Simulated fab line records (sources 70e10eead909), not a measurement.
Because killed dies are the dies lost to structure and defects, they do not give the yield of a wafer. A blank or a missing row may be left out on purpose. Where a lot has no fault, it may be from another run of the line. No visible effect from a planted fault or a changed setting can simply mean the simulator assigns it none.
What tool caused it? / flow nand_harc / Sampling: 12 lots, 36 wafers, 4 of 1302 route steps

== WHAT EACH GAUGE READ, for each wafer ==
NHARC_END_SORT_01. Usual: defect_limited_yield 91 %, standard deviation 3.1; killed_at_array 54, standard deviation 21; killed_at_other 0.9, standard deviation 1.1; killed_at_periphery 3.5, standard deviation 2.5; killed_dies 58, standard deviation 21; killed_open 3.3, standard deviation 1.9; killed_short 2.6, standard deviation 1.8; sort_bin_2_pct 3.0 %, standard deviation 1.4; sort_bin_3_pct 0.6 %, standard deviation 0.41; sort_bin_4_pct 4.9 %, standard deviation 1.7; sort_n_pass 619, standard deviation 21; sort_rim_yield_pct 92 %, standard deviation 4; sort_yield_pct 91 %, standard deviation 3.1.
lot=L473; measured=day 25 01:41; on=prober-01; defect_limited_yield (%)=91 94 93; killed_at_array=61 41 43; killed_at_other=0 0 1; killed_at_periphery=0 2 4; killed_dies=61 43 48; killed_open=3 2 3; killed_short=1 3 3; sort_bin_2_pct (%)=3.0 2.5 1.5; sort_bin_3_pct (%)=0.7 0.7 0.6; sort_bin_4_pct (%)=5.3 3.1 5.0; sort_n_pass=616 634 629; sort_rim_yield_pct (%)=99 95 94; sort_yield_pct (%)=91 94 93; flag=
lot=L486; measured=day 30 18:04; on=prober-01; defect_limited_yield (%)=92 95 91; killed_at_array=46 24 54; killed_at_other=0 0 1; killed_at_periphery=10 8 3; killed_dies=56 32 58; killed_open=4 3 2; killed_short=0 2 2; sort_bin_2_pct (%)=3.5 1.2 3.5; sort_bin_3_pct (%)=1.2 0.6 0.7; sort_bin_4_pct (%)=3.5 3.0 4.3; sort_n_pass=621 645 619; sort_rim_yield_pct (%)=90 92 88; sort_yield_pct (%)=92 95 91; flag=
lot=L483; measured=day 30 20:46; on=prober-02; defect_limited_yield (%)=86 80 77; killed_at_array=89 135 151; killed_at_other=0 0 0; killed_at_periphery=4 3 6; killed_dies=93 138 157; killed_open=4 2 5; killed_short=6 3 3; sort_bin_2_pct (%)=3.8 8.6 10.5; sort_bin_3_pct (%)=1.5 4.1 2.5; sort_bin_4_pct (%)=8.4 7.7 10.2; sort_n_pass=584 539 520; sort_rim_yield_pct (%)=84 94 96; sort_yield_pct (%)=86 80 77; flag=OFF

== WHAT TOOL EACH LOT RAN ON (gives the tool, then ch and the chambers of the sampled wafers, and finally the start) ==
lot=L473; NHARC_A_BONDPAD_PVD_27=pvd_sputter-03, day 23 09:25; NHARC_THIN_TSV_DEP_47=pecvd-02 ch 0,2, day 24 01:00; NHARC_THIN_TSV_PRE_CLEAN_50=pvd_sputter-01, day 25 01:41 or earlier
lot=L472; NHARC_A_BONDPAD_PVD_27=pvd_sputter-02, day 23 11:08; NHARC_THIN_TSV_DEP_47=pecvd-02 ch 0,1, day 24 03:30; NHARC_THIN_TSV_PRE_CLEAN_50=pvd_sputter-01, no start
lot=L471; NHARC_A_BONDPAD_PVD_27=pvd_sputter-01, day 23 15:19; NHARC_THIN_TSV_DEP_47=pecvd-03 ch 0,2, day 24 09:53; NHARC_THIN_TSV_PRE_CLEAN_50=pvd_sputter-01, no start
lot=L476; NHARC_A_BONDPAD_PVD_27=pvd_sputter-01, day 25 18:22; NHARC_THIN_TSV_DEP_47=pecvd-01 ch 0,2, day 26 09:43; NHARC_THIN_TSV_PRE_CLEAN_50=pvd_sputter-02, no start
lot=L475; NHARC_A_BONDPAD_PVD_27=pvd_sputter-02, day 25 21:13; NHARC_THIN_TSV_DEP_47=pecvd-03 ch 0,1,2, day 26 11:08; NHARC_THIN_TSV_PRE_CLEAN_50=pvd_sputter-01, no start
lot=L474; NHARC_A_BONDPAD_PVD_27=pvd_sputter-02, day 26 02:47; NHARC_THIN_TSV_DEP_47=pecvd-01 ch 0,1,2, day 26 19:21; NHARC_THIN_TSV_PRE_CLEAN_50=pvd_sputter-02, no start
lot=L486; NHARC_A_BONDPAD_PVD_27=pvd_sputter-03, day 29 08:14; NHARC_THIN_TSV_DEP_47=pecvd-01 ch 0,1, day 30 01:38; NHARC_THIN_TSV_PRE_CLEAN_50=pvd_sputter-02, day 30 18:04 or earlier
lot=L483; NHARC_A_BONDPAD_PVD_27=pvd_sputter-01, day 29 11:01; NHARC_THIN_TSV_DEP_47=pecvd-03 ch 0,1,2, day 30 00:32; NHARC_THIN_TSV_PRE_CLEAN_50=pvd_sputter-02, day 30 20:46 or earlier
lot=L490; NHARC_A_BONDPAD_PVD_27=pvd_sputter-03, day 31 03:04; NHARC_THIN_TSV_DEP_47=pecvd-02 ch 0,1, day 31 20:04; NHARC_THIN_TSV_PRE_CLEAN_50=pvd_sputter-02, no start
lot=L492; NHARC_A_BONDPAD_PVD_27=pvd_sputter-03, day 32 11:22; NHARC_THIN_TSV_DEP_47=pecvd-03 ch 1,2, day 33 06:07; NHARC_THIN_TSV_PRE_CLEAN_50=pvd_sputter-03, no start
lot=L493; NHARC_A_BONDPAD_PVD_27=pvd_sputter-03, day 32 12:34; NHARC_THIN_TSV_DEP_47=pecvd-01 ch 0,2, day 33 05:02; NHARC_THIN_TSV_PRE_CLEAN_50=pvd_sputter-03, no start
lot=L494; NHARC_A_BONDPAD_PVD_27=pvd_sputter-02, day 32 21:22; NHARC_THIN_TSV_DEP_47=pecvd-01 ch 0,2, day 33 13:22; NHARC_THIN_TSV_PRE_CLEAN_50=pvd_sputter-03, no start
- NHARC_A_BONDPAD_PVD_27: deposits Cu, target thk 30 nm, time 20.49 s.
- NHARC_THIN_TSV_DEP_47: deposits SiO2, target thk 200 nm.
- NHARC_THIN_TSV_PRE_CLEAN_50: time 30 s.

== AS READ BY THE TOOLS THEMSELVES (means over the sampled wafers that have a number; for cases with no such wafer, the mark the record gives instead) ==
NHARC_A_BONDPAD_PVD_27. Usual: cathode_dc_power_W 5000.0 W, standard deviation 0.88; throttle_valve_pct 30.0 %, standard deviation 0.9.
lot=L473; tool=pvd_sputter-03; cathode_dc_power_W (W)=5000.4; throttle_valve_pct (%)=30.2; flag=
lot=L472; tool=pvd_sputter-02; cathode_dc_power_W (W)=5000.0; throttle_valve_pct (%)=29.9; flag=
lot=L471; tool=pvd_sputter-01; cathode_dc_power_W (W)=4999.1; throttle_valve_pct (%)=30.8; flag=
lot=L476; tool=pvd_sputter-01; cathode_dc_power_W (W)=4998.8; throttle_valve_pct (%)=30.6; flag=
lot=L475; tool=pvd_sputter-02; cathode_dc_power_W (W)=5000.1; throttle_valve_pct (%)=29.2; flag=
lot=L474; tool=pvd_sputter-02; cathode_dc_power_W (W)=4999.7; throttle_valve_pct (%)=29.3; flag=
lot=L486; tool=pvd_sputter-03; cathode_dc_power_W (W)=4999.5; throttle_valve_pct (%)=29.8; flag=
lot=L483; tool=pvd_sputter-01; cathode_dc_power_W (W)=4999.4; throttle_valve_pct (%)=29.6; flag=
lot=L490; tool=pvd_sputter-03; cathode_dc_power_W (W)=5000.2; throttle_valve_pct (%)=30.3; flag=
lot=L492; tool=pvd_sputter-03; cathode_dc_power_W (W)=4999.8; throttle_valve_pct (%)=30.3; flag=
lot=L493; tool=pvd_sputter-03; cathode_dc_power_W (W)=4999.3; throttle_valve_pct (%)=30.5; flag=
lot=L494; tool=pvd_sputter-02; cathode_dc_power_W (W)=4999.5; throttle_valve_pct (%)=30.0; flag=

NHARC_THIN_TSV_DEP_47. Usual: mfc_precursor_sccm 161.4 sccm, standard deviation 0.42; throttle_valve_pct 16.0 %, standard deviation 0.67.
lot=L473; tool=pecvd-02; mfc_precursor_sccm (sccm)=161.5; throttle_valve_pct (%)=16.3; flag=
lot=L472; tool=pecvd-02; mfc_precursor_sccm (sccm)=160.9; throttle_valve_pct (%)=16.8; flag=
lot=L471; tool=pecvd-03; mfc_precursor_sccm (sccm)=161.1; throttle_valve_pct (%)=15.6; flag=
lot=L476; tool=pecvd-01; mfc_precursor_sccm (sccm)=162.0; throttle_valve_pct (%)=16.6; flag=
lot=L475; tool=pecvd-03; mfc_precursor_sccm (sccm)=161.4; throttle_valve_pct (%)=15.5; flag=
lot=L474; tool=pecvd-01; mfc_precursor_sccm (sccm)=161.5; throttle_valve_pct (%)=16.5; flag=
lot=L486; tool=pecvd-01; mfc_precursor_sccm (sccm)=161.5; throttle_valve_pct (%)=16.4; flag=
lot=L483; tool=pecvd-03; mfc_precursor_sccm (sccm)=161.3; throttle_valve_pct (%)=15.7; flag=
lot=L490; tool=pecvd-02; mfc_precursor_sccm (sccm)=160.9; throttle_valve_pct (%)=16.4; flag=
lot=L492; tool=pecvd-03; mfc_precursor_sccm (sccm)=161.5; throttle_valve_pct (%)=15.3; flag=
lot=L493; tool=pecvd-01; mfc_precursor_sccm (sccm)=161.1; throttle_valve_pct (%)=16.1; flag=
lot=L494; tool=pecvd-01; mfc_precursor_sccm (sccm)=161.0; throttle_valve_pct (%)=16.5; flag=

NHARC_THIN_TSV_PRE_CLEAN_50. Usual: heater_power_w reads 401 W (standard deviation 28).
lot=L473; tool=pvd_sputter-01; heater_power_w (W)=359; flag=
lot=L472; tool=pvd_sputter-01; heater_power_w (W)=372; flag=
lot=L471; tool=pvd_sputter-01; heater_power_w (W)=353; flag=
lot=L476; tool=pvd_sputter-02; heater_power_w (W)=394; flag=
lot=L475; tool=pvd_sputter-01; heater_power_w (W)=406; flag=
lot=L474; tool=pvd_sputter-02; heater_power_w (W)=376; flag=
lot=L486; tool=pvd_sputter-02; heater_power_w (W)=402; flag=
lot=L483; tool=pvd_sputter-02; heater_power_w (W)=390; flag=
lot=L490; tool=pvd_sputter-02; heater_power_w (W)=385; flag=
lot=L492; tool=pvd_sputter-03; heater_power_w (W)=438; flag=
lot=L493; tool=pvd_sputter-03; heater_power_w (W)=407; flag=
lot=L494; tool=pvd_sputter-03; heater_power_w (W)=435; flag=

== THE ANSWER, worked out from the rows above alone ==
Rule: a lot is off if the mean of its wafers that have a number lies more than 3 standard deviations from the usual mean. Also off: a lot with no number at a reading for which 4 or more lots have one. Any other lot the step has rows for is counted as sound. First the gauges in route order, then the tools' own readings, where a lot's mean is used as printed above. At the first step where some lot is off, the reading lying furthest off is the one used; lots without a number count as furthest.
Off: L483 (NHARC_END_SORT_01, sort_bin_3_pct). Neither off nor sound, because the step has no rows for them: L472, L471, L476, L475, L474, L490, L492, L493, L494.
If a tool, at a process step before that reading, ran all the lots that are off and no sound lot after the first of them, it fits. The gauges at NHARC_END_SORT_01 are tried like those tools. NHARC_THIN_TSV_PRE_CLEAN_50: start missing for some lots; hours and lot order therefore follow NHARC_END_SORT_01. Can't be told from this: 4 tools fit, pvd_sputter-01 at NHARC_A_BONDPAD_PVD_27, pecvd-03 at NHARC_THIN_TSV_DEP_47, pvd_sputter-02 at NHARC_THIN_TSV_PRE_CLEAN_50, prober-02 at NHARC_END_SORT_01.

== WHAT THE SIMULATOR HAD INSERTED ==
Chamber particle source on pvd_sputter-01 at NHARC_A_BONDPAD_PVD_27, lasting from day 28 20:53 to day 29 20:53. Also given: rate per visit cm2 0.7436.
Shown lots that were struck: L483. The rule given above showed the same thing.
